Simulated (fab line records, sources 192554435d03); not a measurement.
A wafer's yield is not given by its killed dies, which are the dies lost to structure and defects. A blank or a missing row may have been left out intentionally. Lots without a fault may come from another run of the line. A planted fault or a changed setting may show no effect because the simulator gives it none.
Chamber matching ; flow n5_finfet ; rie_si-01 running N5_DUMMY_GATE_TRIM_49: 4 sister chambers
The step chemistry O2, time 29 s, target cd 14 nm. 8 wafers are shown with their chamber, then 10 later ones without.

WAFERS WITH THEIR CHAMBER
wafer;chamber;throttle_valve_pct (%);oes_product_au (a.u.)
L084.2;1;8.00;1.023
L087.1;2;8.20;1.016
L087.2;3;7.86;0.984
L088.2;0;8.05;1.017
L088.5;0;8.07;1.012
L088.6;1;8.00;1.016
L090.2;3;7.88;0.984
L090.3;2;8.20;1.011

WAFERS WITH NO CHAMBER GIVEN
wafer;throttle_valve_pct (%);oes_product_au (a.u.)
L090.4;8.00;1.026
L092.1;8.01;1.027
L092.2;8.22;1.006
L092.3;8.07;1.011
L092.4;7.87;0.984
L092.5;8.07;1.007
L092.6;7.99;1.018
L095.1;8.19;1.013
L095.4;8.07;1.019
L095.5;7.86;0.990

THE CHAMBER EACH PASSED THROUGH
wafer;from the rows above;in truth
L090.4;1;1
L092.1;1;1
L092.2;2;2
L092.3;0;0
L092.4;3;3
L092.5;0;0
L092.6;1;1
L095.1;2;2
L095.4;0;0
L095.5;3;3
Correctly placed: 10 of 10. Number that these rows cannot place: 0. 0 placed wrongly.
How it was worked out, from the rows above alone: a wafer's distance from a chamber is the root of the sum, over the readings, of the square of ((its reading less the chamber's mean) divided by the reading's scatter). If the next closest chamber is less than 2 further off than the closest, the wafer can't be placed; otherwise it belongs to the closest. Each chamber's mean is taken over the wafers shown for it. How the scatter is found: for the shown wafers, subtract from each reading the mean of its chamber, square and add these, divide the total by (wafers less chambers), then take the root.
